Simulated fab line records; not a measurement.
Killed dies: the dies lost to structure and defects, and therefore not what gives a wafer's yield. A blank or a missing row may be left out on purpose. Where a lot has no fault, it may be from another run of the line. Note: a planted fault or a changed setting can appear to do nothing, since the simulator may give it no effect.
Comparing a struck lot with a sound one	flow n5_finfet	38 out of 1938 route steps
Sound: these wafers, L596.2, L596.3, L596.5. Struck: wafer L601.5 (left out: L601.2, L601.3 of the same lot, which were not struck); the cause appears at the end.
Per side, at each step with rows, come the tool, then ch with its chambers, and then its first start. Under that, the readings that differ: sound wafers	struck wafers	difference of the means	sigmas: that difference in standard deviations of wafers without a fault.
alike: words and numbers the same on both sides, and readings whose means are apart by under 2 such deviations; not compared: readings that were withheld, readings missing a value for some wafer, numbers with overlapping values and no deviation given by the record, and bounds like >300 which may hide the same value.
The two part at a step that has a row with sigmas, a row that says differs or no value, or rows on one side only. Numbers that don't overlap but have no deviation are shown without sigmas and don't part them. Lack of a reading on every wafer of one side parts them only where that side has two or more wafers.

first, 8 steps without rows for these wafers: N5_BEOL_M3_ANNEAL_51 (time 90 s); N5_BEOL_M3_CMP_52 (polishes, stops on SiOC, t overpolish 6.8 s, target thk 40 nm); N5_BEOL_M3_PRE_CLEAN_60 (time 15 s); N5_BEOL_M3_CO_CAP_55 (material Co, precursor CCTBA/H2, target thk 2 nm, time 102.1 s); N5_BEOL_M3_PRE_CLEAN_56 (time 15 s); N5_BEOL_M3_DEP_57 (deposits SiCN from 3MS/NH3, target thk 8 nm, time 14 s); N5_BEOL_M4_ILD_DEP_00 (deposits SiOC from DEMS/O2, target thk 79 nm, time 15.3 s); N5_BEOL_M4_PECVD_72 (deposits SiO2 from TEOS/O2, target thk 16 nm, time 18 s).
N5_BEOL_M4_HM_DEP_02: deposits TiN, target thk 20 nm.
  struck on pvd_sputter-01, day 11 11:08; sound on pvd_sputter-01, day 9 11:31
reading	sound	struck	difference	sigmas
model.TiN_of_BEOL_M4_HM_DEP_02.thk_nm (nm)	19.6 19.8 20	27.6	+7.8	
  alike: chamber_pressure_pa, substrate_temp_c, throttle_valve_pct
then, 16 steps without rows for these wafers: N5_BEOL_M4_COAT_61 (time 60 s, resist thk 60 nm); N5_BEOL_M4_COAT_62 (time 60 s, resist thk 12 nm); N5_BEOL_M4_COAT_73 (time 60 s, resist thk 5 nm); N5_BEOL_M4_COAT_05 (resist thk 30 nm); N5_BEOL_M4_EBR_07; N5_BEOL_M4_SOFTBAKE_06 (time 60 s); N5_BEOL_M4_EXPOSE_08 (exposes mask M4); N5_BEOL_M4_PEB_09 (peb time 60 s); N5_BEOL_M4_DEVELOP_10 (develop time 30 s); N5_BEOL_M4_DESCUM_16 (chemistry O2, time 7 s); N5_BEOL_M4_ETCH_74 (etches underlayer in N2/H2, target depth 6.5 nm, time 5.2 s); N5_BEOL_M4_ETCH_63 (etches SiARC in CF4, target depth 15.6 nm, time 26 s); N5_BEOL_M4_ETCH_64 (etches SOC in N2/H2, target depth 75 nm, overetch 22.5 nm, time 121.9 s); N5_BEOL_M4_STRIP_65 (strips in N2/H2); N5_BEOL_M4_STRIP_75 (strips in N2/H2); N5_BEOL_M4_STRIP_66 (strips in CF4).
N5_BEOL_M4_HM_OPEN_17: chemistry Cl2/BCl3, target TiN, target depth 20 nm, overetch 6 nm.
  sound on rie_metal-03 ch 0, day 9 12:22; struck on rie_metal-02 ch 0, day 11 12:07
reading	sound	struck	difference	sigmas
oes_product_au (a.u.)	0.53 0.53 0.54	0.80	+0.27	+4
throttle_valve_pct (%)	22.64 22.62 22.62	21.67	-0.96	-4
model.etch.depth_nm (nm)	19.56 19.88 19.97	25.65	+5.85	
  alike: drypump_motor_current_A
  not compared: rf_hours_counter_h
then, 8 steps without rows for these wafers: N5_BEOL_M4_STRIP_19 (strips in O2); N5_BEOL_M4_COAT_67 (time 60 s, resist thk 60 nm); N5_BEOL_M4_COAT_68 (time 60 s, resist thk 12 nm); N5_BEOL_M4_COAT_76 (time 60 s, resist thk 5 nm); N5_BEOL_M4_COAT_22 (resist thk 30 nm); N5_BEOL_M4_EBR_24; N5_BEOL_M4_SOFTBAKE_23 (time 60 s); N5_BEOL_M4_EXPOSE_25 (exposes mask V3, defocus 5 nm).
N5_BEOL_M4_TRENCH_ETCH_37: etches SiOC in C4F6/O2, target depth 55.555 nm, time 29.2 s.
  sound: rie_diel-01 ch 1,2,3; struck: rie_diel-01 ch 0
reading	sound	struck	difference	sigmas
drypump_motor_current_A (A)	5.8 5.1 5.1	6.3	+1.0	+2
oes_product_au (a.u.)	0.78 0.69 0.76	0.97	+0.23	+3
model.TiN_of_BEOL_M4_HM_DEP_02.thk_nm (nm)	17.2 17.6 17.6	25.2	+7.7	
  alike: O2_flow_sccm, rf_vpp_V, showerhead_plenum_p_Torr, throttle_valve_pct
  not compared: rf_hours_counter_h
N5_BEOL_M4_OCD_MEAS_38:
  struck on ocd-01, day 12 01:52; sound on ocd-02, day 10 16:17
reading	sound	struck	difference	sigmas
trench_depth_nm (nm)	54.7 54.4 55.5	42.7	-12.2	-9
N5_BEOL_M4_RC_MEAS_101:
  sound on prober-02 ch 0, day 10 20:46; struck on prober-01 ch 0, day 12 06:25
  alike: DIBL_N, DIBL_P, IOFF_N, IOFF_P, ION_N, ION_P, SS_N, SS_P, VT_N, VT_P
  not compared: SERP_M4_max_site
-- a jump in the record: the struck wafers' starts before and after are 4 days apart (it breaks off in module BEOL_M4 and resumes in module PASSIVATION, where the first step shown is number 1936 of the route) --
N5_PASSIVATION_PROBE_49:
  struck on prober-01, day 16 15:48; sound on prober-01, day 15 08:21
reading	sound	struck	difference	sigmas
defect_limited_yield (%)	92.8 92.2 90.1	68.8	-22.9	-15
killed_at_M4_up	13 11 18	296	+282	+54
killed_dies	85 92 117	368	+270	+15
killed_on_rim	10 12 11	67	+56	+14
sort_bin_5_function (%)	4.5 4.7 6.1	28.6	+23.5	+24
sort_n_pass	1095 1088 1063	812	-270	-15
sort_yield_pct (%)	92.8 92.2 90.1	68.8	-22.9	-15
  alike: killed_at_M0_to_M3, killed_at_contacts, killed_at_front_end, killed_at_other, killed_open, killed_short, sort_bin_6_memory

== WHERE THEY PART ==
At N5_BEOL_M4_HM_OPEN_17 first; at N5_PASSIVATION_PROBE_49 last (within this record only).

WHY: what had been put in by the simulator
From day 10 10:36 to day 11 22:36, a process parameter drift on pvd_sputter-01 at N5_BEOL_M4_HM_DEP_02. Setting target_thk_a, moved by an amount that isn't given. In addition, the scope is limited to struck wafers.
